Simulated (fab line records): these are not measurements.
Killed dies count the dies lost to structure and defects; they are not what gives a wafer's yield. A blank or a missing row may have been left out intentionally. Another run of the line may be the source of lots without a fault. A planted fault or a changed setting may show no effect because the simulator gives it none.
The tool behind it: which one? | flow nandHarc | 13 lots, 39 wafers sampled, at 6 steps of a route of 1159

WHAT THE GAUGES SHOWED, per wafer
NHARC_A_START_INSPECT_01.
lot  | measured     | on               | rawDefectCount
L840 | day 6 06:41  | defectInspect-01 | 2 5 6
L842 | day 7 07:50  | defectInspect-01 | 1 5 4
L844 | day 7 10:46  | defectInspect-01 | 1 5 1
L849 | day 8 23:07  | defectInspect-01 | 2 2 5
L852 | day 9 16:59  | defectInspect-01 | 3 4 5
L854 | day 10 07:53 | defectInspect-02 | 4 4 3
L855 | day 10 08:29 | defectInspect-02 | 2 4 4
L856 | day 10 13:11 | defectInspect-01 | 2 8 3
L857 | day 10 15:43 | defectInspect-01 | 3 1 3
L859 | day 11 00:48 | defectInspect-01 | 4 2 2
L860 | day 11 06:57 | defectInspect-02 | 3 3 4
L862 | day 11 18:20 | defectInspect-01 | 4 6 4
L863 | day 12 20:48 | defectInspect-01 | 3 6 4

NHARC_A_ONON_D1_THK_MEAS_24: measures by ellipsometry.
lot  | measured     | on           | thkNm (nm)
L840 | day 7 20:17  | filmMetro-02 | 988 989 987
L842 | day 8 21:17  | filmMetro-02 | 1005 1004 1003
L844 | day 8 21:38  | filmMetro-01 | 1019 1018 1017
L849 | day 10 09:39 | filmMetro-02 | 702 700 701
L852 | day 11 03:08 | filmMetro-02 | 669 666 668
L854 | day 11 16:38 | filmMetro-01 | 991 989 990
L855 | day 11 16:29 | filmMetro-01 | 989 989 990
L856 | day 12 01:01 | filmMetro-01 | 991 993 991
L857 | day 12 01:00 | filmMetro-02 | 992 994 994
L859 | day 12 11:48 | filmMetro-02 | 1000 1000 1001
L860 | day 12 18:03 | filmMetro-02 | 999 998 998
L862 | day 13 05:01 | filmMetro-02 | 1021 1018 1020
L863 | day 14 07:41 | filmMetro-01 | 996 996 996

NHARC_A_CHANNEL_HOLE_D1_OVL_MEAS_11.
lot  | measured     | on         | overlayXNm (nm) | overlayYNm (nm)
L840 | day 8 00:46  | overlay-01 | 0.9 -0.1 -0.1   | 2.8 2.6 3.0
L842 | day 9 01:38  | overlay-01 | -0.7 -0.7 -0.6  | -0.1 0.4 -0.1
L844 | day 9 03:50  | overlay-01 | 0.6 -0.3 -0.3   | -1.2 -0.3 -0.9
L854 | day 11 23:15 | overlay-01 | -0.7 -1.2 -1.3  | 0.8 0.4 0.8
L855 | day 11 22:24 | overlay-02 | 0.3 0.3 -0.1    | -1.4 -1.3 -2.3
L856 | day 12 06:30 | overlay-02 | 0.2 0.1 -0.4    | 1.1 0.5 1.0
L857 | day 12 05:30 | overlay-01 | -1.0 -1.2 -0.7  | -1.1 -1.3 -2.1
L859 | day 12 16:25 | overlay-02 | 0.4 -0.1 0.4    | -1.9 -1.9 -1.9
L860 | day 13 00:15 | overlay-01 | 1.4 1.2 1.6     | -1.1 -1.1 -0.9
L862 | day 13 15:21 | overlay-02 | 0.3 0.9 0.1     | 1.1 0.6 1.2
L863 | day 14 12:09 | overlay-01 | -1.7 -1.1 -1.7  | 0.7 0.5 0.4

NHARC_END_SORT_01.
lot  | measured     | on        | killedAtArray | killedAtOther | killedAtPeriphery | killedDies  | killedOpen | killedShort
L849 | day 22 07:00 | prober-01 | 675 671 675   | 0 0 0         | 2 6 2             | 677 677 677 | 2 2 4      | 3 1 1
L852 | day 22 08:38 | prober-02 | 673 674 673   | 0 0 0         | 4 3 4             | 677 677 677 | 5 3 4      | 5 3 0

EACH LOT AND THE TOOL THAT RAN IT (in order: tool; ch and the chambers of the sampled wafers; start)
lot  | NHARC_P_BONDPAD_ETCH_12                      | NHARC_A_ONON_D1_DEP_22
L840 | rieDiel-11 ch 1,2, day 6 06:41 or earlier    | pecvdOnon-02 ch 0, day 7 19:46
L842 | rieDiel-11 ch 0,2,3, day 7 07:50 or earlier  | pecvdOnon-01 ch 0, day 8 20:53
L844 | rieDiel-11 ch 0,1,3, day 7 10:46 or earlier  | pecvdOnon-01 ch 0, day 8 21:08
L849 | rieDiel-11 ch 0,1, day 8 23:07 or earlier    | pecvdOnon-01 ch 0, day 10 09:08
L852 | rieDiel-11 ch 0,1, day 9 16:59 or earlier    | pecvdOnon-01 ch 0, day 11 02:41
L854 | rieDiel-08 ch 0,2,3, day 10 07:53 or earlier | pecvdOnon-04 ch 0, day 11 16:14
L855 | rieDiel-13 ch 0,3, day 10 08:29 or earlier   | pecvdOnon-02 ch 0, day 11 15:59
L856 | rieDiel-13 ch 1,2,3, day 10 13:11 or earlier | pecvdOnon-04 ch 0, day 12 00:31
L857 | rieDiel-11 ch 1,2,3, day 10 15:43 or earlier | pecvdOnon-02 ch 0, day 12 00:36
L859 | rieDiel-11 ch 0,1,3, day 11 00:48 or earlier | pecvdOnon-04 ch 0, day 12 11:20
L860 | rieDiel-11 ch 0,2,3, day 11 06:57 or earlier | pecvdOnon-04 ch 0, day 12 17:32
L862 | rieDiel-11 ch 0,1, day 11 18:20 or earlier   | pecvdOnon-04 ch 0, day 13 04:30
L863 | rieDiel-11 ch 0,2,3, day 12 20:48 or earlier | pecvdOnon-01 ch 0, day 14 07:10
- NHARC_P_BONDPAD_ETCH_12: etches the open film in CHF3/O2, target depth 200 nm, time 100 s.
- NHARC_A_ONON_D1_DEP_22: target thk 1000 nm.

AS READ BY THE TOOLS THEMSELVES (means over the sampled wafers that have a number; for cases with no such wafer, the mark the record gives instead)
NHARC_P_BONDPAD_ETCH_12.
lot  | tool       | drypumpMotorCurrentA (A) | o2FlowSccm (sccm) | oesProductAu (a.u.) | rfVppV (V) | showerheadPlenumPTorr (Torr) | throttleValvePct (%)
L840 | rieDiel-11 | 5.5                      | 9.987             | 0.957               | 371        | 2.46                         | 20.567
L842 | rieDiel-11 | 5.5                      | 9.994             | 0.918               | 372        | 2.47                         | 20.579
L844 | rieDiel-11 | 5.7                      | 10.010            | 0.930               | 370        | 2.37                         | 20.573
L849 | rieDiel-11 | 6.1                      | 10.002            | 0.921               | 367        | 2.27                         | 20.574
L852 | rieDiel-11 | 6.1                      | 9.984             | 0.964               | 368        | 2.25                         | 20.571
L854 | rieDiel-08 | 6.1                      | 10.015            | 0.973               | 370        | 2.37                         | 20.574
L855 | rieDiel-13 | 5.6                      | 9.987             | 0.928               | 370        | 2.41                         | 20.573
L856 | rieDiel-13 | 5.8                      | 10.018            | 0.933               | 370        | 2.43                         | 20.574
L857 | rieDiel-11 | 5.4                      | 9.986             | 0.919               | 372        | 2.45                         | 20.582
L859 | rieDiel-11 | 5.7                      | 10.000            | 0.919               | 369        | 2.36                         | 20.560
L860 | rieDiel-11 | 5.5                      | 10.012            | 0.927               | 373        | 2.47                         | 20.576
L862 | rieDiel-11 | 6.1                      | 9.979             | 0.922               | 367        | 2.25                         | 20.569
L863 | rieDiel-11 | 5.5                      | 10.007            | 0.918               | 372        | 2.47                         | 20.568

THE ANSWER, worked out from the rows above alone
Rule: the usual values come from the lots themselves. The widest of any qualifying gaps counts: lots, ordered by their means at a reading, are off when they make up no more than a third of the lots, leave a main group of 4 or more, and stand apart from it by 3 or more times the standard deviation of that group's means. A main group whose means are all the same, to the digits that the tables above print for the reading, isn't used. A lot without any number at a reading at which 4 lots or more have one is off too. Any other lot the step has rows for is counted as sound. First the gauges in route order, then the tools' own readings, where a lot's mean is used as printed above. At the first step where some lot is off, the reading lying furthest off is the one used; lots without a number count as furthest.
Off, at NHARC_A_ONON_D1_THK_MEAS_24 on thkNm: L849, L852. The main group has a mean of 999 nm with a standard deviation of 10.
If a tool, at a process step before that reading, ran all the lots that are off and no sound lot after the first of them, it fits. The gauges at NHARC_A_ONON_D1_THK_MEAS_24 are tried like those tools. NHARC_P_BONDPAD_ETCH_12: start missing for some lots; hours and lot order therefore follow NHARC_A_START_INSPECT_01. No candidate that was tried fits.

WHAT HAD BEEN PUT IN BY THE SIMULATOR
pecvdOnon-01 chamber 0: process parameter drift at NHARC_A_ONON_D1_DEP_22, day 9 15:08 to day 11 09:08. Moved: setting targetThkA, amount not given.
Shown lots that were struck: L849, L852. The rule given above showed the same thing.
